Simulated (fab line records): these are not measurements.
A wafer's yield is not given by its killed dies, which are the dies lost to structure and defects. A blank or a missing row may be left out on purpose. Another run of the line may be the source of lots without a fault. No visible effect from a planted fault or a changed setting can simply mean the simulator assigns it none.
fab line records + flow nand_harc
[record]
- lots = 13
- wafers = 39
- last_day = 23
route steps=1159 shown A_WL_FILL@813 THIN_TSV@1102 END@1159
lots untouched by any fault: they come from a run of this same line in which no faults occurred
start_h: hours from the record's first day to the start of the lot's first wafer shown + wait_h: hours elapsed since this lot's preceding step + " identical to the entry in the row above + L1.1+2: several wafers, shown together as one row + - no value present, or no start provided + * or withheld: withheld + < > ~ a bound
route shown NAME@n: NAME is a module with steps in the file, n the number in the route of the first one + usual: the fault-free wafers' mean and standard deviation + same: alike in all rows + chamber/n: place in a boat + sites: each site's reading + _std_site: standard deviation of those values + _edge_site: the outer-site mean with the inner-site mean subtracted + radius_mm: how far each site lies from the wafer's centre + mask NAME#n: copy n + behind: the last tool/chamber to shape the wafer + hold: reason for holding the lot/hours on hold/outcome of the hold + device: which transistor (n, p or np) failed to switch + end of line: tests run on the same wafers once the route is complete + a step without rows: its recipe alone + killed: dies that structure and defects cost at the first sort, which is not the same as the wafer's yield + map: a wafer's dies, marking killed ones x, the rest . and places with no die _
set.NAME: the setting as run; set.NAME@STEP: as run at that earlier step + model.NAME: the simulator's own value behind a step, which no gauge read
route steps across a sampled set of lots; one table per step, one row per wafer
services: a tool's chamber out of use, with start hour (start_h, from the record's first day; less than 0 if before it), hours out, and reason
[[steps]]
[step NHARC_A_WL_FILL_CVD_03]
[recipe]
- target_thk_a = 400
- temp_c = 300
- pressure_torr = 40
- wf6_flow_sccm = 40
- h2_flow_sccm = 1600
- ar_flow_sccm = 1560
- time_s = 3302
- material = W
[usual]
- heater_power_outer_w = 282/41
- heater_power_w = 507/54
- throttle_valve_pct = 8.2/0.35
| lot.wafer | tool     | chamber | start_h | wait_h | heater_power_outer_w | heater_power_w | throttle_valve_pct |
|-----------|----------|---------|---------|--------|----------------------|----------------|--------------------|
| L168.1    | cvd_w-01 | 1       | 326.16  | 0.1    | 272                  | 515            | 8.1                |
| L168.4    | "        | 1       | "       | "      | 269                  | 521            | 8.0                |
| L168.3    | "        | 0       | "       | "      | 239                  | 432            | 8.6                |
| L170.2    | cvd_w-02 | 0       | 344.64  | 6.3    | 356                  | 624            | 7.7                |
| L170.3    | "        | 0       | "       | "      | 364                  | 611            | 7.9                |
| L170.5    | "        | 0       | 347.45  | 9.1    | 359                  | 613            | 8.0                |
| L169.1    | cvd_w-01 | 1       | 344.86  | 6.4    | 274                  | 525            | 7.8                |
| L169.4    | "        | 0       | "       | "      | 235                  | 434            | 8.6                |
| L169.5    | "        | 0       | "       | "      | 236                  | 441            | 8.5                |
| L171.1    | cvd_w-02 | 1       | 360.83  | 11.4   | 278                  | 472            | 8.0                |
| L171.2    | "        | 0       | "       | "      | 364                  | 607            | 8.1                |
| L171.3    | "        | 0       | "       | "      | 367                  | 601            | 7.8                |
| L172.1    | cvd_w-01 | 1       | 360.93  | 11.5   | 266                  | 531            | 8.0                |
| L172.6    | "        | 0       | 362.36  | 12.9   | 228                  | 445            | 8.2                |
| L172.5    | "        | 1       | "       | "      | 271                  | 516            | 8.1                |
| L173.2    | cvd_w-02 | 0       | 364.07  | 1.6    | 357                  | 611            | 7.9                |
| L173.1    | "        | 1       | "       | "      | 277                  | 493            | 8.5                |
| L173.3    | "        | 1       | "       | "      | 273                  | 474            | 8.6                |
| L176.1    | cvd_w-01 | 1       | 382.68  | 3.3    | 276                  | 517            | 8.3                |
| L176.4    | "        | 1       | "       | "      | 280                  | 518            | 8.0                |
| L176.6    | "        | 0       | 385.06  | 5.7    | 233                  | 437            | 8.5                |
| L174.3    | cvd_w-01 | 0       | 386.49  | 5.1    | 226                  | 430            | 8.6                |
| L174.4    | "        | 1       | "       | "      | 268                  | 514            | 7.9                |
| L174.6    | "        | 1       | "       | "      | 272                  | 530            | 7.9                |
| L178.2    | cvd_w-02 | 1       | 395.75  | 9.9    | 282                  | 482            | 8.9                |
| L178.4    | "        | 0       | "       | "      | 333                  | 563            | 7.9                |
| L178.3    | "        | 1       | "       | "      | 280                  | 496            | 8.7                |
| L177.1    | cvd_w-01 | 1       | 397.43  | 11.4   | 272                  | 521            | 8.1                |
| L177.3    | "        | 0       | "       | "      | 236                  | 433            | 8.7                |
| L177.6    | "        | 1       | 399.32  | 13.3   | 273                  | 517            | 8.1                |
| L184.3    | cvd_w-02 | 1       | 424.60  | 1.2    | 285                  | 497            | 8.5                |
| L184.4    | "        | 0       | "       | "      | 335                  | 572            | 8.0                |
| L184.5    | "        | 1       | "       | "      | 284                  | 494            | 8.8                |
| L186.1    | cvd_w-02 | 1       | 433.50  | 2.4    | 282                  | 507            | 8.6                |
| L186.5    | "        | 0       | 434.89  | 3.8    | 328                  | 582            | 7.7                |
| L186.6    | "        | 1       | "       | "      | 289                  | 492            | 8.8                |
| L188.1    | cvd_w-01 | 0       | 450.83  | 3.7    | 238                  | 439            | 8.6                |
| L188.4    | "        | 1       | 452.26  | 5.1    | 275                  | 528            | 8.3                |
| L188.6    | "        | 1       | "       | "      | 273                  | 511            | 8.1                |
[step NHARC_THIN_TSV_CMP_01]
[recipe]
- target_thk_um = 3
[usual]
- motor_current_A = 11.3/0.83
| lot.wafer | tool   | chamber | start_h | wait_h | motor_current_A |
|-----------|--------|---------|---------|--------|-----------------|
| L168.4    | cmp-03 | 2       | 435.94  | 0.4    | 11.5            |
| L168.1    | "      | 3       | "       | "      | 10.9            |
| L168.3    | "      | 0       | "       | "      | 11.8            |
| L169.1    | cmp-01 | 2       | 437.16  | 1.1    | 11.2            |
| L169.4    | "      | 3       | "       | "      | 13.7            |
| L169.5    | "      | 2       | "       | "      | 10.6            |
| L170.2    | cmp-04 | 1       | 438.35  | 0.8    | 10.3            |
| L170.3    | "      | 3       | "       | "      | 10.6            |
| L170.5    | "      | 1       | "       | "      | 10.5            |
| L171.3    | cmp-04 | 1       | 446.89  | 0.7    | 9.7             |
| L171.1    | "      | 2       | "       | "      | 11.1            |
| L171.2    | "      | 3       | "       | "      | 10.1            |
| L173.2    | cmp-01 | 0       | 448.10  | 0.9    | 11.3            |
| L173.3    | "      | 1       | "       | "      | 10.7            |
| L173.1    | "      | 2       | "       | "      | 11.5            |
| L172.1    | cmp-04 | 3       | 458.85  | 1.1    | 10.1            |
| L172.5    | "      | 2       | "       | "      | 11.6            |
| L172.6    | "      | 3       | "       | "      | 10.3            |
| L176.1    | cmp-03 | 0       | 466.85  | 1.1    | 11.7            |
| L176.4    | "      | 1       | "       | "      | 11.9            |
| L176.6    | "      | 3       | "       | "      | 11.0            |
| L174.4    | cmp-01 | 2       | 471.74  | 0.5    | 10.4            |
| L174.3    | "      | 3       | "       | "      | 13.7            |
| L174.6    | "      | 1       | "       | "      | 11.9            |
| L178.2    | cmp-01 | 1       | 482.19  | 0.8    | 11.4            |
| L178.4    | "      | 2       | "       | "      | 10.9            |
| L178.3    | "      | 0       | "       | "      | 11.3            |
| L177.3    | cmp-01 | 2       | 483.44  | 0.7    | 10.6            |
| L177.1    | "      | 3       | "       | "      | 12.4            |
| L177.6    | "      | 2       | "       | "      | 10.9            |
| L184.4    | cmp-01 | 1       | 518.52  | 0.5    | 11.1            |
| L184.5    | "      | 3       | "       | "      | 13.5            |
| L186.1    | cmp-01 | 3       | 523.27  | 1.1    | 13.4            |
| L186.5    | "      | 2       | "       | "      | 10.6            |
| L188.4    | cmp-03 | 2       | 530.48  | 0.4    | 10.8            |
| L188.1    | "      | 1       | "       | "      | 12.0            |
| L188.6    | "      | 3       | "       | "      | 11.5            |
[step NHARC_THIN_TSV_ETCH_44]
[recipe]
- target_depth_a = 15942
- time_s = 797.1
- cf4_flow_sccm = 150
- o2_flow_sccm = 10
- ar_flow_sccm = 0
- rf_w = 300
- bias_w = 800
- chemistry = CF4/O2
[usual]
- drypump_motor_current_A = 5.7/0.38
- oes_product_au = 1.005/0.011
- rf_vpp_V = 796/5.2
- showerhead_plenum_p_Torr = 1.86/0.085
- throttle_valve_pct = 16.915/0.0095
[same]
- time_s = 797.1
| lot.wafer | tool        | chamber | start_h | wait_h | drypump_motor_current_A | oes_product_au | rf_hours_counter_h | rf_vpp_V | showerhead_plenum_p_Torr | throttle_valve_pct |
|-----------|-------------|---------|---------|--------|-------------------------|----------------|--------------------|----------|--------------------------|--------------------|
| L168.3    | rie_diel-11 | 3       | 437.50  | 0.1    | 6.4                     | 1.020          | 6                  | 800      | 1.95                     | 16.914             |
| L168.4    | "           | 1       | "       | "      | 5.7                     | 1.018          | 6                  | 788      | 1.75                     | 16.915             |
| L168.1    | "           | 2       | "       | "      | 5.8                     | 1.023          | 6                  | 800      | 1.95                     | 16.909             |
| L169.4    | rie_diel-11 | 2       | 438.73  | 0.1    | 5.8                     | 1.028          | 6                  | 802      | 1.95                     | 16.947             |
| L169.1    | "           | 0       | "       | "      | 5.4                     | 1.016          | 6                  | 798      | 1.89                     | 16.899             |
| L169.5    | "           | 3       | "       | "      | 6.4                     | 1.019          | -                  | 802      | 1.95                     | 16.907             |
| L170.3    | rie_diel-11 | 2       | 439.95  | 0.1    | 5.8                     | 1.023          | 7                  | 802      | 1.95                     | 16.898             |
| L170.2    | "           | 0       | "       | "      | 5.4                     | 0.998          | 6                  | 797      | 1.89                     | 16.908             |
| L170.5    | "           | 2       | "       | "      | 5.8                     | 1.017          | -                  | 804      | 1.95                     | 16.913             |
| L171.2    | rie_diel-05 | 2       | 448.43  | 0.1    | 5.5                     | 1.005          | 6                  | 801      | 1.96                     | 16.911             |
| L171.1    | "           | 3       | "       | "      | 5.3                     | 0.991          | 8                  | 787      | 1.72                     | 16.914             |
| L171.3    | "           | 1       | "       | "      | 5.7                     | 1.012          | 7                  | 796      | 1.86                     | 16.926             |
| L173.1    | rie_diel-10 | 1       | 449.65  | 0.1    | 5.2                     | 1.000          | 7                  | 797      | 1.85                     | 16.931             |
| L173.2    | "           | 2       | "       | "      | 5.6                     | 0.995          | 7                  | 803      | 1.96                     | 16.911             |
| L173.3    | "           | 3       | "       | "      | 6.2                     | 1.010          | 7                  | 791      | 1.77                     | 16.902             |
| L172.1    | rie_diel-11 | 3       | 460.56  | 0.2    | 6.4                     | 1.023          | 8                  | 802      | 1.95                     | 16.904             |
| L172.6    | "           | 0       | "       | "      | 5.4                     | 1.016          | -                  | 797      | 1.89                     | 16.917             |
| L172.5    | "           | 3       | "       | "      | 6.4                     | 1.027          | -                  | 801      | 1.95                     | 16.903             |
| L176.1    | rie_diel-11 | 0       | 468.56  | 0.2    | 5.4                     | 1.013          | 9                  | 797      | 1.89                     | 16.904             |
| L176.6    | "           | 1       | "       | "      | 5.7                     | 0.996          | -                  | 789      | 1.74                     | 16.916             |
| L176.4    | "           | 3       | "       | "      | 6.4                     | 1.008          | -                  | 801      | 1.95                     | 16.904             |
| L174.3    | rie_diel-05 | 1       | 473.36  | 0.1    | 5.7                     | 1.004          | 9                  | 797      | 1.86                     | 16.921             |
| L174.4    | "           | 3       | "       | "      | 5.3                     | 0.992          | 10                 | 787      | 1.72                     | 16.928             |
| L174.6    | "           | 2       | "       | "      | 5.5                     | 1.011          | -                  | 803      | 1.96                     | 16.911             |
| L178.2    | rie_diel-11 | 1       | 483.79  | 0.2    | 5.7                     | 1.006          | 11                 | 788      | 1.74                     | 16.917             |
| L178.3    | "           | 3       | "       | "      | 6.4                     | 1.017          | 12                 | 800      | 1.94                     | 16.906             |
| L178.4    | "           | 1       | "       | "      | 5.7                     | 1.003          | -                  | 788      | 1.74                     | 16.933             |
| L177.1    | rie_diel-11 | 3       | 484.98  | 0.2    | 6.4                     | 1.009          | 13                 | 801      | 1.94                     | 16.923             |
| L177.3    | "           | 1       | "       | "      | 5.7                     | 0.997          | 12                 | 790      | 1.74                     | 16.933             |
| L177.6    | "           | 0       | "       | "      | 5.4                     | 0.999          | -                  | 799      | 1.89                     | 16.903             |
| L184.4    | rie_diel-10 | 1       | 520.07  | 0.2    | 5.2                     | 1.002          | 10                 | 794      | 1.85                     | 16.901             |
| L184.5    | "           | 2       | "       | "      | 5.6                     | 1.003          | -                  | 801      | 1.96                     | 16.910             |
| L186.1    | rie_diel-10 | 2       | 524.96  | 0.2    | 5.6                     | 1.002          | 12                 | 803      | 1.96                     | 16.912             |
| L186.5    | "           | 0       | "       | "      | 5.4                     | 0.995          | -                  | 790      | 1.76                     | 16.905             |
| L188.4    | rie_diel-05 | 2       | 531.97  | 0.1    | 5.5                     | 0.990          | 0                  | 802      | 1.96                     | 16.912             |
| L188.1    | "           | 0       | "       | "      | 6.1                     | 1.007          | 0                  | 796      | 1.86                     | 16.911             |
| L188.6    | "           | 1       | "       | "      | 5.7                     | 1.001          | -                  | 797      | 1.86                     | 16.907             |
[step NHARC_THIN_TSV_DEGAS_53]
[recipe]
- temp_c = 300
- time_s = 60
[usual]
- heater_power_w = 476/33
[same]
- time_s = 60
| lot.wafer | tool           | chamber | start_h | wait_h | heater_power_w |
|-----------|----------------|---------|---------|--------|----------------|
| L168.3    | pvd_sputter-01 | -       | 442.41  | 0.1    | 431            |
| L168.4    | "              | -       | "       | "      | 557            |
| L168.1    | "              | -       | "       | "      | 517            |
| L169.1    | pvd_sputter-01 | -       | 443.29  | 0.1    | 471            |
| L169.4    | "              | -       | "       | "      | 430            |
| L169.5    | "              | -       | "       | "      | 507            |
| L170.2    | pvd_sputter-01 | -       | 444.42  | 0.1    | 429            |
| L170.3    | "              | -       | "       | "      | 516            |
| L170.5    | "              | -       | "       | "      | 543            |
| L171.2    | pvd_sputter-03 | -       | 453.39  | 0.1    | 459            |
| L171.3    | "              | -       | "       | "      | 495            |
| L171.1    | "              | -       | "       | "      | 461            |
| L173.1    | pvd_sputter-01 | -       | 454.16  | 0.1    | 485            |
| L173.3    | "              | -       | "       | "      | 437            |
| L173.2    | "              | -       | "       | "      | 503            |
| L172.1    | pvd_sputter-01 | -       | 465.61  | 0.1    | 529            |
| L172.6    | "              | -       | "       | "      | 474            |
| L172.5    | "              | -       | "       | "      | 423            |
| L176.1    | pvd_sputter-01 | -       | 473.07  | 0.1    | 534            |
| L176.4    | "              | -       | "       | "      | 513            |
| L176.6    | "              | -       | "       | "      | 553            |
| L174.3    | pvd_sputter-03 | -       | 477.97  | 0.1    | 481            |
| L174.4    | "              | -       | "       | "      | 433            |
| L174.6    | "              | -       | "       | "      | 480            |
| L178.3    | pvd_sputter-01 | -       | 488.40  | 0.1    | 503            |
| L178.2    | "              | -       | "       | "      | 426            |
| L178.4    | "              | -       | "       | "      | 540            |
| L177.1    | pvd_sputter-03 | -       | 489.76  | 0.1    | 442            |
| L177.3    | "              | -       | "       | "      | 483            |
| L177.6    | "              | -       | "       | "      | 471            |
| L184.4    | pvd_sputter-02 | -       | 524.68  | 0.1    | 441            |
| L184.5    | "              | -       | "       | "      | 484            |
| L186.1    | pvd_sputter-01 | -       | 529.39  | 0.1    | 472            |
| L186.5    | "              | -       | "       | "      | 429            |
| L188.4    | pvd_sputter-01 | -       | 536.64  | 0.1    | 425            |
| L188.1    | "              | -       | "       | "      | 477            |
| L188.6    | "              | -       | "       | "      | 496            |
[step NHARC_END_SORT_01]
[recipe]
- temp_c = 25
[usual]
- killed_at_array = 25/9.2
- killed_at_other = 0.8/1.2
- killed_at_periphery = 3.9/2.6
- killed_dies = 30/9.7
- killed_open = 3.4/1.9
- killed_short = 2.0/1.4
[same]
- gross_dies = 677
| lot.wafer | tool      | chamber | start_h | wait_h | killed_at_array | killed_at_other | killed_at_periphery | killed_dies | killed_open | killed_short |
|-----------|-----------|---------|---------|--------|-----------------|-----------------|---------------------|-------------|-------------|--------------|
| L184.3    | prober-01 | 0       | 537.70  | 3.1    | 559             | 0               | 7                   | 566         | 2           | 2            |
| L184.4    | prober-01 | 0       | 538.51  | 3.4    | 31              | 1               | 7                   | 39          | 2           | 4            |
| L184.5    | prober-01 | 0       | 539.32  | 3.7    | 25              | 2               | 4                   | 31          | 3           | 1            |
| L186.1    | prober-01 | 0       | 543.94  | 2.5    | 25              | 1               | 2                   | 28          | 1           | 1            |
| L186.5    | prober-01 | 0       | 547.14  | 3.7    | 24              | 1               | 4                   | 29          | 5           | 1            |
| L186.6    | prober-01 | 0       | 547.94  | 4.0    | 532             | 0               | 0                   | 532         | 1           | 0            |
// killed by level:class
L184.3 A_WL_FILL:area_cvd=532 A_SLIT:chamber_film_flake=10 A_CONTACT:chamber_film_flake=7 P_M1:chamber_film_flake=5 A_CHANNEL_HOLE_D1:chamber_film_flake=3 A_BLC:chamber_film_flake=2 P_GATE:geometric_particle:short=1 A_ONON_D1:geometric_particle:open=1
L184.4 A_CONTACT:chamber_film_flake=10 A_SLIT:chamber_film_flake=9 A_CHANNEL_HOLE_D1:chamber_film_flake=5 P_M1:chamber_film_flake=3 P_CONTACT:chamber_film_flake=2 A_ZERO_WELL:chamber_film_flake=2 P_GATE:geometric_particle:short=1 P_M0:geometric_particle:short=1
L184.5 A_SLIT:chamber_film_flake=12 A_CHANNEL_HOLE_D1:chamber_film_flake=4 A_CONTACT:chamber_film_flake=3 P_CONTACT:chamber_film_flake=2 P_M1:chamber_film_flake=2 THIN_TSV:chamber_film_flake=2 A_CHANNEL_FILL_D1:geometric_particle:open=1 A_SGD_CUT:geometric_particle:open=1
L186.1 A_CHANNEL_HOLE_D1:chamber_film_flake=17 A_STAIRCASE:chamber_film_flake=5 P_M0:geometric_particle:open=1 P_M2:geometric_particle:short=1 A_SLIT:chamber_film_flake=1 A_WL_FILL:chamber_film_flake=1 A_CONTACT:chamber_film_flake=1 THIN_TSV:chamber_film_flake=1
L186.5 A_CHANNEL_HOLE_D1:chamber_film_flake=18 A_STAIRCASE:chamber_film_flake=3 P_CONTACT:geometric_particle:open=1 P_M0:geometric_particle:open=1 P_M1:geometric_particle:short=1 P_BONDPAD:geometric_particle:open=1 A_BLC:geometric_particle:open=1 A_M1:geometric_particle:open=1
L186.6 A_WL_FILL:area_cvd=506 A_STAIRCASE:chamber_film_flake=13 A_CHANNEL_HOLE_D1:chamber_film_flake=11 A_ONON_D1:geometric_particle:open=1 A_WL_FILL:chamber_film_flake=1
[[services]]
| tool           | chamber | start_h | hours | kind   |
|----------------|---------|---------|-------|--------|
| rie_diel-05    | 2       | 308.18  | 14.5  | repair |
| cvd_w-01       | 1       | 333.20  | 9.4   | repair |
| cmp-04         | -       | 334.32  | 0.3   | repair |
| pvd_sputter-01 | -       | 336.00  | 10.0  | pm     |
| rie_diel-11    | 0       | 337.08  | 7.0   | repair |
| cmp-01         | -       | 337.66  | 1.3   | repair |
| cvd_w-02       | 1       | 340.53  | 10.6  | repair |
| rie_diel-05    | -       | 340.60  | 9.0   | pm     |
| cmp-03         | -       | 352.11  | 4.0   | pm     |
| cmp-04         | -       | 360.29  | 0.6   | repair |
| rie_diel-11    | 1       | 364.91  | 8.4   | repair |
| rie_diel-11    | -       | 366.50  | 9.0   | pm     |
| pvd_sputter-03 | -       | 371.78  | 14.9  | repair |
| cmp-01         | -       | 375.03  | 0.5   | repair |
| cvd_w-02       | -       | 376.29  | 13.0  | pm     |
| cmp-01         | -       | 378.03  | 4.0   | pm     |
| cmp-01         | -       | 409.22  | 4.1   | repair |
| pvd_sputter-01 | -       | 438.65  | 3.7   | repair |
| rie_diel-11    | 2       | 455.87  | 6.0   | repair |
| rie_diel-11    | 2       | 465.20  | 21.8  | repair |
| cmp-01         | -       | 476.03  | 4.0   | pm     |
| cvd_w-01       | -       | 480.87  | 13.0  | pm     |
| cmp-01         | -       | 483.79  | 7.8   | repair |
| pvd_sputter-01 | -       | 514.00  | 10.0  | pm     |
[[key]]
[first_sign]
- step = NHARC_END_SORT_01
- reading = killed_at_array
- direction = up
- sigmas = 57
- usual = 25
- struck = 546
[effect]
- step = NHARC_END_SORT_01
- reading = killed_dies
- direction = up
- sigmas = 53
- usual = 30
- struck = 549
[more_kills_born_at]
- NHARC_A_WL_FILL_CVD_03@cvd_w-02 = 1038
met_at NHARC_A_WL_FILL_CVD_03
struck_lots L184,L186
struck_wafers L184.3,L186.6
later_rows_left_out L184.3,L186.6
tester_left_out L184,L186
not_acting_at NHARC_THIN_TSV_CMP_01,NHARC_THIN_TSV_ETCH_44,NHARC_THIN_TSV_DEGAS_53
onset_between 395.75 424.60
[fault]
- kind = process_parameter_drift
- tool = cvd_w-02
- chamber = -
- onset_h = 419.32
- steps = NHARC_A_WL_FILL_CVD_03
- channel = target_thk_a
- offset = *
- shape = step
- end_h = 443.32
- scope = struck_wafers_only
- acts_in = *
- stated = *
// tester_left_out: of these lots the tester's yield and bins aren't shown, on N5 and GAA mostly nor the transistor test; their killed dies are dies lost to structure and defects alone, not to doping, threshold or leakage, so they don't give the yield
// later_rows_left_out: the simulator's readings of these wafers behind a module that went badly wrong aren't trusted and aren't shown, but for the sort
